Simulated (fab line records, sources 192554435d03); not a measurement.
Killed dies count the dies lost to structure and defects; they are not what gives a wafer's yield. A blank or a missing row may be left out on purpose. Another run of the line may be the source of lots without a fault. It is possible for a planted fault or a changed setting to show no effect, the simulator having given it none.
Chamber matching || flow n5-finfet || N5_BEOL_M6_CURE_74 on uv-cure-01 has 3 sister chambers
The step cures SiCOH lowk, time 240 s. 6 wafers are shown with their chamber, then 10 later ones without.

## EACH WAFER AND ITS CHAMBER
{"wafer": "L084.4", "chamber": 0, "wafer_temp_C_max": 386.2, "lamp-power-pct (%)": 52.39}
{"wafer": "L084.6", "chamber": 0, "wafer_temp_C_max": 385.6, "lamp-power-pct (%)": 52.28}
{"wafer": "L086.2", "chamber": 1, "wafer_temp_C_max": 387.0, "lamp-power-pct (%)": 52.24}
{"wafer": "L086.3", "chamber": 1, "wafer_temp_C_max": 386.9, "lamp-power-pct (%)": 52.34}
{"wafer": "L089.3", "chamber": 2, "wafer_temp_C_max": 387.0, "lamp-power-pct (%)": 52.40}
{"wafer": "L089.4", "chamber": 2, "wafer_temp_C_max": 387.8, "lamp-power-pct (%)": 52.34}

## WAFERS WITH NO CHAMBER GIVEN
{"wafer": "L089.6", "wafer_temp_C_max": 387.3, "lamp-power-pct (%)": 52.36}
{"wafer": "L091.2", "wafer_temp_C_max": 387.2, "lamp-power-pct (%)": 52.33}
{"wafer": "L091.4", "wafer_temp_C_max": 388.1, "lamp-power-pct (%)": 52.32}
{"wafer": "L091.5", "wafer_temp_C_max": 387.2, "lamp-power-pct (%)": 52.35}
{"wafer": "L094.3", "wafer_temp_C_max": 387.4, "lamp-power-pct (%)": 52.26}
{"wafer": "L094.4", "wafer_temp_C_max": 387.4, "lamp-power-pct (%)": 52.32}
{"wafer": "L094.5", "wafer_temp_C_max": 387.0, "lamp-power-pct (%)": 52.31}
{"wafer": "L092.1", "wafer_temp_C_max": 386.7, "lamp-power-pct (%)": 52.33}
{"wafer": "L092.2", "wafer_temp_C_max": 386.0, "lamp-power-pct (%)": 52.26}
{"wafer": "L092.5", "wafer_temp_C_max": 386.6, "lamp-power-pct (%)": 52.38}

## CHAMBER TAKEN BY EACH
{"wafer": "L089.6", "from the rows above": "can't be placed: 2 or 1", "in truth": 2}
{"wafer": "L091.2", "from the rows above": "can't be placed: 2 or 1", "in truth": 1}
{"wafer": "L091.4", "from the rows above": "can't be placed: 2 or 1", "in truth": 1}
{"wafer": "L091.5", "from the rows above": "can't be placed: 2 or 1", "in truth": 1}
{"wafer": "L094.3", "from the rows above": "can't be placed: 1 or 2", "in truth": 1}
{"wafer": "L094.4", "from the rows above": "can't be placed: 2 or 1", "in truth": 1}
{"wafer": "L094.5", "from the rows above": "can't be placed: 1 or 2", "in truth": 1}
{"wafer": "L092.1", "from the rows above": "can't be placed: 1 or 2 or 0", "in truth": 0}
{"wafer": "L092.2", "from the rows above": "can't be placed: 0 or 1", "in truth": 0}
{"wafer": "L092.5", "from the rows above": "can't be placed: 1 or 0 or 2", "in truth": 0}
0 of 10 placed correctly. Can't be placed from these rows: 10 (the true chamber is among the candidates in 10). Wrongly placed: 0.
How it was worked out, from the rows above alone: a wafer's distance from a chamber is the root of the sum, over the readings, of the square of ((its reading less the chamber's mean) divided by the reading's scatter). The wafer belongs to the nearest chamber; if the next one is less than 2 further off, it can't be placed. The mean given for a chamber averages the wafers shown for that chamber. How the scatter is found: for the shown wafers, subtract from each reading the mean of its chamber, square and add these, divide the total by (wafers less chambers), then take the root.
